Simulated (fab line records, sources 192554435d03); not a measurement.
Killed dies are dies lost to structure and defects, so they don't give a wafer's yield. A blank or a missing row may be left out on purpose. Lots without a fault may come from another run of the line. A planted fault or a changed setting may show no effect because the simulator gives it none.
fab line records | flow n5_finfet
record lots=19 wafers=57 last_day=18
route steps=1938 shown PMOS_HMC_CHANNEL_EPI@69 FIN_SAQP@94 STI_FIN_REVEAL@188
lots that met no fault: from a run of the same line without faults
start_h: hours from the record's first day to the start of the lot's first wafer shown | wait_h: hours since the lot's step before | " the same as in the row above | L1.1+2: a row that stands for several wafers | - no value, or no start given | * or withheld: withheld | < > ~ a bound
route shown NAME@n: a module of which the file shows steps, and the number in the route of the first | usual: mean/standard deviation of fault-free wafers | same: alike in all rows | chamber/n: place in a boat | sites: the reading at each site | _std_site: their standard deviation | _edge_site: outer sites' mean less inner sites' | radius_mm: how far each site lies from the wafer's centre | mask NAME#n: copy n | behind: the tool/chamber that last shaped the wafer | hold: why the lot was held/for how many hours/how that ended | device: the transistor (n, p or np) that didn't switch | end of line: the same wafers' tests at the end of the route | a step without rows: its recipe alone | killed: dies lost to structure and defects at the first sort, not the wafer's yield | map: a wafer's dies, x killed, . not, _ none there
set.NAME: the setting as run; set.NAME@STEP: as run at that earlier step | model.NAME: the simulator's own value behind a step, which no gauge read
steps of the route over a sample of lots; a table a step, a row a wafer
services: from which hour (start_h, from the record's first day; less than 0 if before it) a tool's chamber was out of use, for how many hours, and why
## steps
# step N5_PMOS_HMC_CHANNEL_EPI_ETCH_32
# recipe chemistry=N2/H2 target=BARC stop_on=SiO2 target_depth_a=858 over_etch_frac=0.3 time_s=50.3 ion_energy_ev=200 mask_material=CAR-ArF-block pressure_mtorr=30 source_w=840 bias_w=150 n2_flow_sccm=200 h2_flow_sccm=200
# usual chamber_pressure_mTorr=30.002/0.028 drypump_motor_current_A=5.9/0.62 n2_flow_sccm=200.1/0.59 oes_product_au=0.63/0.052 rf_vpp_V=523.8/2.8 showerhead_plenum_p_Torr=2.54/0.094 throttle_valve_pct=17.92/0.23
# columns lot.wafer tool chamber start_h wait_h chamber_pressure_mTorr drypump_motor_current_A n2_flow_sccm oes_product_au rf_hours_counter_h rf_vpp_V showerhead_plenum_p_Torr throttle_valve_pct
L074.3 rie_diel-01 0 19.76 0.0 30.011 5.9 199.6 0.59 227 519.8 2.40 17.90
L074.4 " 0 " " 30.034 5.9 199.4 0.58 - 520.9 2.40 17.89
L074.5 " 3 " " 30.020 6.2 199.6 0.71 - 522.4 2.48 17.60
L076.1 rie_diel-04 1 29.58 0.0 29.964 5.4 200.7 0.60 214 528.5 2.61 17.98
L076.3 " 2 " " 30.013 6.1 200.0 0.63 188 523.0 2.53 18.00
L076.4 " 0 " " 29.968 5.4 199.0 0.69 111 526.9 2.67 18.02
L078.1 rie_diel-04 3 42.35 0.0 30.042 6.9 199.2 0.62 169 520.1 2.43 17.58
L078.4 " 0 " " 30.017 5.3 199.8 0.70 116 528.6 2.67 18.02
L078.5 " 1 " " 30.030 5.4 200.2 0.60 - 525.0 2.61 17.98
L079.1 rie_diel-03 2 47.49 0.0 30.006 5.5 199.2 0.65 150 523.3 2.54 18.06
L079.4 " 1 " " 29.959 6.1 199.6 0.65 109 527.6 2.67 17.86
L079.6 " 0 " " 30.022 5.2 199.9 0.64 - 521.0 2.45 17.62
L080.1 rie_diel-03 0 53.19 0.0 29.987 5.2 199.4 0.65 131 520.1 2.45 17.63
L080.3 " 3 " " 29.993 6.5 200.2 0.60 231 520.3 2.40 17.92
L080.5 " 1 " " 29.999 6.1 200.1 0.65 - 526.3 2.67 17.87
L081.1 rie_diel-04 1 59.57 0.0 30.006 5.4 199.9 0.60 224 524.6 2.61 18.00
L081.2 " 2 " " 29.996 6.1 200.0 0.62 197 522.9 2.52 18.03
L081.5 " 2 " " 30.000 6.1 199.4 0.63 - 523.9 2.52 18.03
L082.1 rie_diel-01 0 65.61 0.0 29.979 5.9 199.4 0.58 243 518.9 2.40 17.92
L082.5 " 1 " " 29.990 4.7 200.5 0.59 - 527.7 2.62 18.20
L082.6 " 2 " " 29.974 6.6 199.7 0.60 - 521.2 2.51 18.22
L083.4 rie_diel-04 3 71.59 0.0 29.995 6.8 199.7 0.61 177 520.5 2.43 17.58
L083.5 " 3 " " 30.080 6.7 199.4 0.60 - 521.9 2.43 17.60
L083.6 " 0 " " 30.008 5.4 199.1 0.68 - 526.3 2.66 18.04
L085.2 rie_diel-03 1 84.10 0.0 30.018 6.1 200.2 0.65 120 526.8 2.67 17.86
L085.4 " 2 " " 29.982 5.5 199.2 0.65 161 523.2 2.53 18.07
L085.6 " 2 " " 29.970 5.5 199.7 0.64 - 522.8 2.54 18.08
L086.1 rie_diel-04 2 89.59 0.0 29.999 6.1 199.0 0.61 206 522.3 2.52 18.02
L086.2 " 0 " " 29.974 5.3 200.2 0.67 129 525.4 2.66 18.04
L086.3 " 3 " " 30.026 6.7 200.7 0.61 182 520.2 2.42 17.60
L087.1 rie_diel-01 3 95.24 0.0 30.004 6.2 199.2 0.69 78 521.5 2.47 17.64
L087.2 " 2 " " 30.045 6.6 199.9 0.60 221 523.3 2.51 18.22
L087.6 " 2 " " 30.003 6.6 200.1 0.59 - 522.4 2.51 18.23
L088.1 rie_diel-04 1 101.79 0.0 30.009 5.4 200.7 0.59 236 526.6 2.60 18.03
L088.4 " 0 " " 30.062 5.4 200.8 0.68 132 526.4 2.66 18.07
L088.6 " 3 " " 29.979 6.9 200.8 0.61 - 519.2 2.42 17.59
L089.2 rie_diel-01 1 107.37 0.0 30.035 4.7 200.6 0.59 238 527.1 2.62 18.20
L089.3 " 3 " " 30.020 6.2 199.5 0.69 82 521.5 2.47 17.64
L089.5 " 2 " " 30.007 6.6 199.9 0.59 - 522.5 2.51 18.23
L090.3 rie_diel-01 3 113.06 0.0 30.046 6.2 199.7 0.68 84 522.0 2.47 17.64
L090.4 " 1 " " 30.012 4.7 200.1 0.59 - 526.3 2.62 18.20
L090.5 " 3 " " 30.039 6.2 200.2 0.68 - 521.6 2.47 17.65
L091.2 rie_diel-04 1 119.23 0.0 30.039 5.4 200.6 0.59 239 524.4 2.60 18.05
L091.4 " 3 " " 29.995 6.7 199.7 0.60 188 520.0 2.42 17.62
L091.6 " 2 " " 30.002 6.1 200.1 0.61 - 523.4 2.52 18.05
L092.2 rie_diel-04 3 125.08 0.0 30.028 6.8 200.3 0.60 189 520.1 2.42 17.61
L092.3 " 0 " " 29.963 5.3 201.1 0.67 137 527.8 2.66 18.06
L092.5 " 1 " " 30.007 5.4 200.4 0.60 - 525.9 2.60 18.04
L093.1 rie_diel-04 3 137.34 0.0 30.034 6.8 199.3 0.60 196 520.0 2.42 17.62
L093.4 " 1 " " 29.988 5.4 200.0 0.59 - 525.3 2.60 18.03
L093.6 " 3 " " 29.987 6.8 201.0 0.60 - 518.9 2.42 17.62
L096.3 rie_diel-01 2 149.98 0.0 30.066 6.6 200.6 0.58 240 524.4 2.50 18.26
L096.4 " 2 " " 29.989 6.6 200.1 0.59 - 523.8 2.50 18.26
L096.5 " 3 " " 30.010 6.2 199.6 0.67 - 521.5 2.46 17.68
L097.2 rie_diel-01 2 156.24 0.0 29.936 6.6 199.6 0.58 243 522.6 2.50 18.27
L097.3 " 3 " " 29.987 6.2 200.8 0.68 100 521.1 2.46 17.69
L097.4 " 3 " " 29.928 6.2 200.7 0.67 - 522.1 2.46 17.67
# step N5_PMOS_HMC_CHANNEL_EPI_ETCH_38
# recipe chemistry=CF4 target=SiO2 target_depth_a=15 ion_energy_ev=350 pressure_mtorr=10 icp_w=800 bias_w=400 cf4_flow_sccm=80
# usual chamber_pressure_mTorr=9.999/0.0088 drypump_motor_current_A=5.7/0.4 oes_product_au=0.996/0.014 throttle_valve_pct=21.83/0.16
# columns lot.wafer tool chamber start_h wait_h chamber_pressure_mTorr drypump_motor_current_A oes_product_au rf_hours_counter_h throttle_valve_pct
L074.3 rie_si-06 3 20.16 0.0 9.997 5.6 0.995 126 21.74
L074.4 " 0 " " 9.999 5.6 0.998 32 22.04
L074.5 " 0 " " 10.011 5.6 0.991 - 22.04
L076.1 rie_si-06 0 30.00 0.0 9.985 5.7 0.994 32 22.06
L076.3 " 2 " " 9.995 5.7 1.001 86 21.73
L076.4 " 3 " " 10.009 5.7 1.000 126 21.72
L078.1 rie_si-06 1 42.96 0.0 10.005 5.6 1.009 134 21.72
L078.4 " 2 " " 10.005 5.8 1.009 86 21.74
L078.5 " 3 " " 9.994 5.7 0.992 - 21.71
L079.1 rie_si-06 3 47.89 0.0 10.001 5.6 0.998 126 21.71
L079.4 " 2 " " 10.020 5.8 0.996 86 21.73
L079.6 " 2 " " 10.002 5.8 0.996 - 21.72
L080.1 rie_si-02 1 53.59 0.0 10.001 5.6 1.010 67 21.91
L080.3 " 2 " " 9.998 6.7 1.027 200 22.24
L080.5 " 0 " " 10.000 4.9 1.024 - 21.62
L081.1 rie_si-02 0 60.18 0.0 9.994 4.9 1.024 22 21.62
L081.2 " 2 " " 9.970 6.7 1.013 200 22.24
L081.5 " 1 " " 10.000 5.7 1.002 - 21.91
L082.1 rie_si-06 3 66.01 0.0 10.012 5.7 1.004 127 21.74
L082.5 " 3 " " 9.987 5.7 1.001 - 21.72
L082.6 " 0 " " 9.987 5.6 0.981 - 22.06
L083.4 rie_si-06 0 72.01 0.0 9.975 5.6 0.981 33 22.06
L083.5 " 1 " " 9.997 5.6 0.995 - 21.72
L083.6 " 2 " " 9.996 5.8 0.997 - 21.74
L085.2 rie_si-02 3 84.50 0.0 9.998 6.5 0.966 26 21.69
L085.4 " 0 " " 9.982 4.9 1.032 - 21.62
L085.6 " 1 " " 9.994 5.7 1.002 - 21.92
L086.1 rie_si-06 3 89.99 0.0 10.017 5.6 0.995 127 21.74
L086.2 " 1 " " 10.001 5.6 0.985 135 21.72
L086.3 " 0 " " 10.007 5.7 0.991 33 22.06
L087.1 rie_si-02 0 95.65 0.0 10.004 5.0 1.026 22 21.61
L087.2 " 3 " " 10.003 6.6 0.960 26 21.69
L087.6 " 1 " " 9.999 5.6 0.998 - 21.92
L088.1 rie_si-02 0 102.19 0.0 9.997 5.0 1.021 23 21.62
L088.4 " 3 " " 9.999 6.5 0.966 26 21.71
L088.6 " 2 " " 10.015 6.7 1.019 - 22.14
L089.2 rie_si-02 3 107.77 0.0 10.005 6.5 0.963 26 21.70
L089.3 " 0 " " 9.998 4.9 1.013 23 21.61
L089.5 " 2 " " 9.995 6.7 1.017 - 22.14
L090.3 rie_si-06 1 113.47 0.0 9.992 5.6 0.996 135 21.70
L090.4 " 3 " " 10.015 5.6 0.997 127 21.73
L090.5 " 0 " " 10.012 5.7 0.980 - 22.05
L091.2 rie_si-06 0 119.63 0.0 10.001 5.7 0.983 33 22.05
L091.4 " 2 " " 9.986 5.7 1.003 87 21.73
L091.6 " 2 " " 9.994 5.8 1.003 - 21.74
L092.2 rie_si-06 1 125.48 0.0 10.001 5.6 0.992 135 21.73
L092.3 " 2 " " 9.996 5.8 1.003 87 21.72
L092.5 " 0 " " 10.011 5.6 0.993 - 22.05
L093.1 rie_si-05 1 137.75 0.0 10.002 5.6 0.987 108 21.89
L093.4 " 3 " " 10.001 5.2 0.993 71 21.79
L093.6 " 1 " " 10.007 5.6 0.992 - 21.89
L096.3 rie_si-06 0 150.38 0.0 9.997 5.6 0.979 34 22.06
L096.4 " 3 " " 9.999 5.7 0.992 128 21.74
L096.5 " 0 " " 10.006 5.6 0.995 - 22.07
L097.2 rie_si-05 3 156.65 0.0 9.995 5.2 1.003 72 21.77
L097.3 " 0 " " 10.003 6.2 1.019 127 21.95
L097.4 " 1 " " 9.981 5.6 1.000 109 21.91
# step N5_FIN_SAQP_ALD_61
# recipe material=SiO2 target_thk_a=40 temp_c=300 ald_precursor_family=BDEAS ald_co_reactant=O2-plasma pulse_time_s=1 purge_time_s=2 co_reactant_purge_time_s=2 ald_cycles=43 pressure_torr=2
# usual heater_power_w=471/33 precursor_pulse_height_rel=1.000/0.021
# same ald_cycles=43 purge_time_s=2
# columns lot.wafer tool chamber start_h wait_h heater_power_w precursor_pulse_height_rel
L074.3 ald_sin-02 3 22.73 0.0 506 0.997
L074.4 " 3 " " 480 0.971
L074.5 " 0 " " 476 0.985
L076.1 ald_sin-02 3 32.61 0.0 492 1.030
L076.3 " 1 " " 408 1.019
L076.4 " 0 " " 477 1.001
L078.1 ald_sin-02 1 45.45 0.0 412 0.991
L078.4 " 0 " " 477 0.998
L078.5 " 1 " " 411 1.033
L079.1 ald_sin-02 3 50.36 0.0 502 0.998
L079.4 " 0 " " 468 1.007
L079.6 " 0 " " 467 1.024
L080.1 ald_sin-03 3 57.51 1.4 549 1.033
L080.3 " 1 " " 474 0.951
L080.5 " 2 " " 469 0.979
L081.1 ald_sin-04 2 63.01 0.2 463 0.995
L081.2 " 0 " " 468 1.035
L081.5 " 1 " " 456 0.980
L082.1 ald_sin-03 2 68.85 0.0 465 0.996
L082.5 " 1 " " 474 1.012
L082.6 " 2 " " 472 0.988
L083.4 ald_sin-02 0 75.44 0.6 469 0.994
L083.5 " 3 " " 497 0.982
L083.6 " 2 " " 433 0.986
L085.2 ald_sin-04 3 87.76 0.4 494 1.042
L085.4 " 1 " " 447 0.986
L085.6 " 0 " " 463 0.997
L086.1 ald_sin-04 3 92.95 0.5 492 1.000
L086.2 " 2 " " 484 0.977
L086.3 " 0 " " 472 0.964
L087.1 ald_sin-03 1 101.45 3.0 475 1.005
L087.2 " 3 " " 551 0.982
L087.6 " 0 " " 460 0.969
L088.1 ald_sin-02 3 105.13 0.0 495 0.983
L088.4 " 3 " " 498 1.010
L088.6 " 2 " " 441 0.964
L089.2 ald_sin-03 3 110.69 0.0 551 1.027
L089.3 " 0 " " 438 0.965
L089.5 " 3 " " 552 1.015
L090.3 ald_sin-04 1 116.34 0.4 445 1.007
L090.4 " 0 " " 471 0.990
L090.5 " 0 " " 468 0.991
L091.2 ald_sin-02 2 122.84 0.2 452 0.967
L091.4 " 1 " " 416 1.014
L091.6 " 2 " " 436 1.031
L092.2 ald_sin-02 3 128.96 0.2 491 0.998
L092.3 " 1 " " 398 0.947
L092.5 " 0 " " 472 1.007
L093.1 ald_sin-03 2 140.84 0.0 478 0.983
L093.4 " 3 " " 558 1.011
L093.6 " 2 " " 462 0.973
L096.3 ald_sin-03 1 153.74 0.0 474 1.031
L096.4 " 0 " " 458 1.012
L096.5 " 0 " " 453 1.005
L097.2 ald_sin-04 0 159.17 0.0 463 0.996
L097.3 " 2 " " 473 0.991
L097.4 " 1 " " 449 1.021
# step N5_FIN_SAQP_ETCH_52
# recipe chemistry=N2/H2 target=SOC target_depth_a=1000 overetch_a=200 mask_material=SiARC temp_c=40 time_s=150 ion_energy_ev=200 pressure_mtorr=30 source_w=840 bias_w=150 n2_flow_sccm=200 h2_flow_sccm=200 ends=end_point
# usual chamber_pressure_mTorr=30.000/0.027 drypump_motor_current_A=5.7/0.48 n2_flow_sccm=200.0/0.53 oes_product_au=0.69/0.077 rf_vpp_V=524.2/2.9 showerhead_plenum_p_Torr=2.56/0.1 throttle_valve_pct=17.90/0.28
# columns lot.wafer tool chamber start_h wait_h chamber_pressure_mTorr drypump_motor_current_A n2_flow_sccm oes_product_au rf_hours_counter_h rf_vpp_V showerhead_plenum_p_Torr throttle_valve_pct
L074.3 rie_diel-02 2 25.10 0.0 30.027 5.9 200.3 0.69 140 528.0 2.66 17.73
L074.4 " 0 " " 29.995 6.4 200.2 0.70 124 525.4 2.55 17.51
L074.5 " 2 " " 29.978 5.9 199.9 0.70 - 527.0 2.66 17.74
L076.1 rie_diel-06 2 34.25 0.0 29.999 5.1 200.0 0.68 136 520.6 2.44 18.10
L076.3 " 1 " " 29.983 5.8 200.4 0.64 201 519.3 2.42 18.46
L076.4 " 3 " " 29.936 5.8 199.4 0.60 247 520.6 2.40 18.02
L078.1 rie_diel-06 3 46.90 0.0 30.017 5.8 199.1 0.61 249 519.1 2.40 18.03
L078.4 " 2 " " 29.951 5.1 199.4 0.68 141 522.8 2.44 18.11
L078.5 " 0 " " 30.034 5.8 199.0 0.64 - 523.9 2.53 18.23
L079.1 rie_diel-06 0 51.87 0.0 29.955 5.8 199.5 0.64 189 522.1 2.53 18.23
L079.4 " 0 " " 29.998 5.8 199.6 0.64 - 522.2 2.53 18.23
L079.6 " 2 " " 29.979 5.1 200.0 0.68 - 519.7 2.44 18.10
L080.1 rie_diel-05 3 59.14 0.0 30.035 4.8 200.5 0.67 151 527.6 2.66 17.85
L080.3 " 2 " " 29.984 5.6 199.7 0.62 228 520.3 2.41 18.02
L080.5 " 0 " " 30.003 5.9 200.3 0.60 - 523.0 2.50 17.87
L081.1 rie_diel-05 0 64.40 0.0 29.932 5.9 199.7 0.60 239 522.0 2.50 17.89
L081.2 " 2 " " 29.975 5.6 199.6 0.62 230 522.0 2.41 18.00
L081.5 " 3 " " 30.029 4.8 199.7 0.67 - 527.2 2.66 17.87
L082.1 rie_diel-05 0 70.49 0.0 30.019 5.9 199.9 0.60 241 521.9 2.50 17.88
L082.5 " 3 " " 30.015 4.8 200.8 0.66 - 526.9 2.66 17.86
L082.6 " 0 " " 30.012 5.9 200.3 0.60 - 521.1 2.50 17.87
L083.4 rie_diel-02 2 77.35 0.0 30.026 5.9 200.2 0.68 159 526.3 2.65 17.76
L083.5 " 3 " " 30.017 5.8 199.5 0.63 - 523.4 2.52 17.86
L083.6 " 2 " " 30.040 5.9 200.4 0.68 - 526.9 2.65 17.76
L085.2 rie_diel-06 3 89.55 0.0 30.076 5.8 199.3 0.85 5 529.1 2.71 17.64
L085.4 " 0 " " 30.009 5.8 200.4 0.63 202 521.9 2.52 18.25
L085.6 " 1 " " 30.001 5.9 199.5 0.62 - 520.8 2.41 18.51
L086.1 rie_diel-02 0 94.33 0.0 30.048 6.4 199.9 0.68 144 524.1 2.54 17.52
L086.2 " 1 " " 29.992 6.6 199.9 0.76 58 528.2 2.69 17.54
L086.3 " 2 " " 30.016 5.9 200.3 0.68 163 527.4 2.65 17.78
L087.1 rie_diel-05 3 102.74 0.0 30.013 4.8 200.5 0.65 165 526.7 2.65 17.88
L087.2 " 1 " " 29.955 5.2 200.6 0.77 46 525.4 2.60 18.06
L087.6 " 1 " " 30.043 5.2 199.8 0.78 - 526.0 2.60 18.05
L088.1 rie_diel-06 2 106.53 0.0 30.012 5.1 199.7 0.66 165 521.5 2.43 18.16
L088.4 " 0 " " 30.023 5.8 200.5 0.63 207 522.2 2.52 18.25
L088.6 " 3 " " 29.977 5.7 200.3 0.84 - 529.9 2.71 17.63
L089.2 rie_diel-02 1 112.09 0.0 30.042 6.6 200.2 0.75 64 527.6 2.69 17.55
L089.3 " 0 " " 29.959 6.4 199.6 0.68 149 524.0 2.54 17.54
L089.5 " 1 " " 30.014 6.6 199.9 0.75 - 528.6 2.69 17.55
L090.3 rie_diel-02 2 117.72 0.0 30.019 5.9 200.1 0.68 170 525.8 2.64 17.79
L090.4 " 1 " " 29.977 6.6 200.2 0.74 65 526.7 2.69 17.55
L090.5 " 2 " " 29.984 5.9 200.1 0.68 - 525.8 2.64 17.78
L091.2 rie_diel-05 0 124.39 0.0 29.999 5.9 200.5 0.88 3 522.4 2.49 17.43
L091.4 " 3 " " 29.982 4.9 198.4 0.65 - 527.9 2.65 17.91
L091.6 " 1 " " 29.984 5.2 200.5 0.76 - 523.8 2.59 18.08
L092.2 rie_diel-06 3 130.52 0.0 30.016 5.8 200.1 0.82 16 528.6 2.71 17.64
L092.3 " 0 " " 29.996 5.8 200.6 0.62 213 523.2 2.52 18.26
L092.5 " 3 " " 30.000 5.8 199.8 0.82 - 528.6 2.71 17.63
L093.1 rie_diel-06 1 142.23 0.0 29.991 5.9 199.9 0.61 238 519.3 2.41 18.51
L093.4 " 3 " " 29.977 5.7 199.0 0.81 - 527.8 2.71 17.64
L093.6 " 0 " " 30.006 5.8 200.6 0.62 - 523.3 2.52 18.26
L096.3 rie_diel-02 0 155.09 0.0 29.997 6.4 200.1 0.68 164 523.4 2.53 17.56
L096.4 " 2 " " 30.020 5.9 199.3 0.67 182 526.4 2.64 17.80
L096.5 " 3 " " 30.032 5.8 200.1 0.62 - 523.0 2.51 17.91
L097.2 rie_diel-05 3 161.08 0.0 29.992 4.9 200.2 0.64 191 528.4 2.64 17.93
L097.3 " 2 " " 30.017 5.6 200.9 0.83 6 527.2 2.72 17.57
L097.4 " 1 " " 29.990 5.2 199.8 0.75 72 524.5 2.58 18.11
# step N5_FIN_SAQP_STRIP_77
# recipe chemistry=N2/H2 time_s=90 power_w=100 temp_c=40 pressure_mtorr=100 rf_frequency_hz=6e+07 bias_power_w=3 n2_flow_sccm=300 h2_flow_sccm=300
# usual bias_power_w=3.000/0.0087 chamber_pressure_mTorr=100.00/0.091 drypump_motor_current_A=5.7/0.47 n2_flow_sccm=299.9/0.89 oes_product_au=0.75/0.08 rf_vpp_V=45.4/0.83 showerhead_plenum_p_Torr=3.39/0.12 throttle_valve_pct=12.31/0.26
# columns lot.wafer tool chamber start_h wait_h bias_power_w chamber_pressure_mTorr drypump_motor_current_A n2_flow_sccm oes_product_au rf_hours_counter_h rf_vpp_V showerhead_plenum_p_Torr throttle_valve_pct
L074.3 rie_diel-05 3 29.30 0.0 3.003 99.99 4.8 299.9 0.73 139 46.0 3.53 12.22
L074.4 " 0 " " 2.992 99.95 5.9 299.2 0.68 224 45.5 3.33 12.33
L074.5 " 2 " " 2.990 100.10 5.5 300.7 0.69 - 44.2 3.21 12.42
L076.1 rie_diel-02 2 38.08 0.0 2.998 100.03 5.9 300.4 0.77 146 44.9 3.52 12.14
L076.3 " 1 " " 3.002 99.98 6.6 298.8 0.87 42 45.9 3.58 11.85
L076.4 " 1 " " 3.017 100.15 6.6 299.3 0.86 - 45.9 3.58 11.86
L078.1 rie_diel-06 1 50.80 0.0 2.998 100.02 5.9 300.2 0.70 206 43.8 3.22 12.80
L078.4 " 0 " " 3.003 99.87 5.8 300.7 0.71 189 45.1 3.36 12.57
L078.5 " 2 " " 3.008 100.08 5.1 299.1 0.75 - 45.1 3.25 12.46
L079.1 rie_diel-05 1 55.78 0.0 2.995 99.91 5.2 299.5 0.89 30 45.1 3.45 12.24
L079.4 " 1 " " 3.001 100.13 5.2 299.3 0.88 - 45.1 3.45 12.24
L079.6 " 3 " " 2.985 100.17 4.8 300.4 0.72 - 46.0 3.53 12.27
L080.1 rie_diel-06 1 63.51 0.0 2.997 99.87 5.9 300.0 0.70 212 45.4 3.22 12.82
L080.3 " 0 " " 2.987 100.05 5.8 300.3 0.72 193 44.5 3.36 12.60
L080.5 " 0 " " 2.990 99.91 5.8 299.8 0.72 - 45.0 3.36 12.62
L081.1 rie_diel-05 0 68.21 0.0 2.992 100.02 5.9 299.6 0.67 240 45.6 3.32 12.36
L081.2 " 2 " " 3.017 100.12 5.5 300.6 0.68 232 45.2 3.21 12.45
L081.5 " 2 " " 3.026 100.02 5.5 300.5 0.69 - 46.5 3.21 12.45
L082.1 rie_diel-02 2 75.75 0.0 3.008 99.92 6.0 300.8 0.76 158 45.3 3.51 12.18
L082.5 " 0 " " 2.997 99.90 6.4 300.3 0.77 - 45.7 3.38 11.97
L082.6 " 3 " " 2.998 100.04 5.8 299.7 0.70 - 46.4 3.35 12.32
L083.4 rie_diel-05 0 81.68 0.0 3.009 99.93 5.9 300.2 0.66 244 45.8 3.31 12.36
L083.5 " 1 " " 3.003 99.98 5.2 298.8 0.87 - 46.2 3.45 12.28
L083.6 " 0 " " 3.010 100.08 5.9 299.5 0.66 - 45.5 3.31 12.36
L085.2 rie_diel-05 2 95.63 0.0 2.993 100.14 5.5 297.6 0.68 241 46.0 3.20 12.48
L085.4 " 0 " " 2.985 100.02 5.9 299.4 0.66 250 44.5 3.31 12.37
L085.6 " 0 " " 2.993 100.04 5.9 300.9 0.66 - 44.2 3.31 12.39
L086.1 rie_diel-02 0 102.98 0.0 3.000 100.12 6.4 299.3 0.75 147 45.2 3.38 12.00
L086.2 " 2 " " 3.001 99.96 5.9 299.5 0.75 166 46.9 3.51 12.20
L086.3 " 3 " " 3.003 100.02 5.7 299.9 0.69 205 46.0 3.35 12.34
L087.1 rie_diel-02 1 106.36 0.0 3.000 100.07 6.6 299.9 0.83 62 44.9 3.57 11.91
L087.2 " 0 " " 2.996 99.93 6.4 298.4 0.76 148 44.1 3.37 12.02
L087.6 " 3 " " 3.004 100.13 5.8 300.8 0.70 - 46.6 3.35 12.33
L088.1 rie_diel-06 2 110.18 0.0 3.004 100.16 5.1 301.1 0.74 166 45.4 3.24 12.53
L088.4 " 3 " " 2.995 99.99 5.8 300.4 0.94 12 46.0 3.59 11.89
L088.6 " 0 " " 3.013 99.97 5.9 299.3 0.71 - 44.0 3.35 12.64
L089.2 rie_diel-02 0 116.04 0.0 3.009 99.95 6.4 300.0 0.76 151 44.9 3.37 12.01
L089.3 " 2 " " 2.991 100.00 5.9 300.2 0.76 170 44.9 3.50 12.20
L089.5 " 1 " " 2.989 99.94 6.6 299.6 0.83 - 46.4 3.56 11.92
L090.3 rie_diel-02 1 121.42 0.0 3.002 100.12 6.6 300.0 0.84 67 45.3 3.56 11.91
L090.4 " 2 " " 3.011 100.03 5.9 299.9 0.74 172 44.8 3.50 12.21
L090.5 " 0 " " 3.001 99.78 6.4 300.8 0.76 - 44.1 3.37 12.03
L091.2 rie_diel-06 3 128.56 0.0 2.992 99.97 5.8 300.2 0.92 15 47.0 3.59 11.94
L091.4 " 2 " " 3.001 99.82 5.1 300.0 0.72 170 43.9 3.23 12.55
L091.6 " 3 " " 2.999 99.97 5.8 302.0 0.93 - 44.6 3.59 11.93
L092.2 rie_diel-06 2 134.19 0.0 3.008 100.06 5.1 299.7 0.72 172 45.8 3.23 12.55
L092.3 " 3 " " 3.000 100.02 5.8 299.5 0.92 17 46.6 3.59 11.92
L092.5 " 3 " " 3.006 99.98 5.8 299.6 0.92 - 44.9 3.59 11.93
L093.1 rie_diel-02 0 146.02 0.0 2.992 100.04 6.4 301.5 0.75 160 44.9 3.37 12.04
L093.4 " 2 " " 3.014 99.91 5.9 298.7 0.74 179 45.9 3.50 12.23
L093.6 " 0 " " 3.010 99.91 6.4 299.8 0.76 - 45.0 3.37 12.02
L096.3 rie_diel-02 0 159.05 0.0 2.999 99.97 6.3 302.6 0.74 165 46.4 3.37 12.04
L096.4 " 3 " " 2.989 100.06 5.8 300.5 0.67 - 46.5 3.34 12.39
L096.5 " 2 " " 2.987 100.04 5.9 300.4 0.73 - 44.7 3.50 12.24
L097.2 rie_diel-02 0 165.14 0.0 3.003 99.96 6.4 299.5 0.74 169 46.1 3.36 12.07
L097.3 " 3 " " 2.986 99.91 5.8 301.0 0.67 229 44.7 3.34 12.39
L097.4 " 2 " " 2.997 99.91 5.9 300.1 0.72 - 46.8 3.49 12.27
# step N5_STI_FIN_REVEAL_THK_MEAS_05
# usual thk_nm=132.2/0.93
# columns lot.wafer tool chamber start_h wait_h thk_nm
L074.3 film_metro-02 - 37.97 - 132.6
L074.4 " - " " 133.0
L074.5 " - " " 132.8
L076.1 film_metro-01 - 45.40 - 132.2
L076.3 " - " " 133.1
L076.4 " - " " 132.0
L078.1 film_metro-01 - 58.32 - 131.3
L078.4 " - " " 131.9
L078.5 " - " " 132.3
L079.1 film_metro-01 - 63.86 - 131.8
L079.4 " - " " 130.3
L079.6 " - " " 132.2
L080.1 film_metro-01 - 70.71 - 133.0
L080.3 " - " " 132.3
L080.5 " - " " 133.1
L081.1 film_metro-01 - 78.21 - 131.6
L081.2 " - " " 131.1
L081.5 " - " " 131.3
L082.1 film_metro-01 - 84.36 - 133.4
L082.5 " - " " 134.5
L082.6 " - " " 133.1
L083.4 film_metro-01 - 89.05 - 132.9
L083.5 " - " " 131.7
L083.6 " - " " 131.3
L085.2 film_metro-02 - 106.58 - 132.5
L085.4 " - " " 131.6
L085.6 " - " " 133.1
L086.1 film_metro-01 - 110.24 - 132.6
L086.2 " - " " 130.6
L086.3 " - " " 131.3
L087.1 film_metro-02 - 113.77 - 131.1
L087.2 " - " " 130.2
L087.6 " - " " 131.1
L088.1 film_metro-02 - 117.91 - 134.4
L088.4 " - " " 132.9
L088.6 " - " " 133.2
L089.2 film_metro-01 - 123.47 - 131.0
L089.3 " - " " 131.1
L089.5 " - " " 130.4
L090.3 film_metro-02 - 128.62 - 133.4
L090.4 " - " " 132.6
L090.5 " - " " 131.2
L091.2 film_metro-02 - 135.85 0.2 132.9
L091.4 " - " " 132.0
L091.6 " - " " 131.7
L092.2 film_metro-02 - 142.00 - 131.3
L092.3 " - " " 132.7
L092.5 " - " " 132.2
L093.1 film_metro-02 - 153.79 - 132.7
L093.4 " - " " 132.6
L093.6 " - " " 133.1
L096.3 film_metro-01 - 166.33 - 133.1
L096.4 " - " " 129.9
L096.5 " - " " 131.8
L097.2 film_metro-02 - 172.51 - 131.8
L097.3 " - " " 133.4
L097.4 " - " " 133.1
## services
# columns tool chamber start_h hours kind
rie_diel-04 - -3.72 0.5 repair
rie_diel-04 3 -1.79 2.0 repair
rie_diel-06 - 1.75 28.1 pm
ald_sin-02 2 16.36 9.8 repair
rie_si-06 2 23.74 4.1 repair
rie_diel-02 0 37.94 4.1 repair
rie_diel-05 1 40.94 2.4 repair
rie_diel-06 3 40.94 4.9 repair
ald_sin-02 2 46.88 10.9 repair
ald_sin-02 1 50.05 61.4 repair
rie_diel-05 2 52.94 3.9 repair
rie_diel-06 0 52.95 4.0 repair
ald_sin-02 - 56.50 0.8 repair
rie_si-06 - 70.49 0.7 repair
rie_diel-06 0 71.63 6.5 repair
rie_si-06 - 72.36 14.6 pm
rie_diel-02 - 77.79 0.1 repair
rie_diel-04 0 78.56 1.2 repair
rie_diel-02 - 80.40 2.8 pm
rie_diel-05 3 85.44 2.8 repair
ald_sin-02 0 88.15 6.4 repair
rie_diel-06 1 99.50 6.9 repair
rie_diel-04 2 124.85 24.6 repair
rie_diel-04 0 161.53 6.6 repair
## key
fault none
